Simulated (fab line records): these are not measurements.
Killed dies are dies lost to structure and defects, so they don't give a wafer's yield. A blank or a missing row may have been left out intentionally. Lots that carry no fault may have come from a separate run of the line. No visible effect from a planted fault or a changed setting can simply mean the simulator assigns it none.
Matching of chambers    flow n5 finfet    N5_GATE_CUT_SAC_CAP_01 on ald sin-01 has 4 sister chambers
The step material SiNx, target thk 24 nm, pulse time 1 s, ald cycles 480. 4 wafers are shown with their chamber, then 12 later ones without.

== WAFERS, EACH WITH ITS CHAMBER ==
wafer   chamber  heater power w (W)
L087.3  2        991
L091.1  3        831
L091.2  1        785
L091.3  0        904

== WAFERS WHOSE CHAMBER IS MISSING ==
wafer   heater power w (W)
L091.4  1030
L091.5  778
L091.6  999
L095.1  766
L095.3  840
L095.5  783
L096.1  786
L096.2  919
L096.3  996
L097.2  788
L097.4  912
L097.6  833

== WHICH CHAMBER EACH ONE RAN IN ==
wafer   from the rows above  in truth
L091.4  2                    2
L091.5  1                    1
L091.6  2                    2
L095.1  1                    1
L095.3  3                    3
L095.5  1                    1
L096.1  1                    1
L096.2  0                    0
L096.3  2                    2
L097.2  1                    1
L097.4  0                    0
L097.6  3                    3
Placed correctly: 12 of 12. Number that these rows cannot place: 0. 0 placed wrongly.
How it was worked out, from the rows above alone: a wafer's distance from a chamber is the root of the sum, over the readings, of the square of ((its reading less the chamber's mean) divided by the reading's scatter). The wafer belongs to the nearest chamber; if the next one is less than 2 further off, it can't be placed. The mean given for a chamber averages the wafers shown for that chamber. The scatter: root of mean squared gap, hidden wafer to nearest shown wafer, with one shown wafer a chamber.
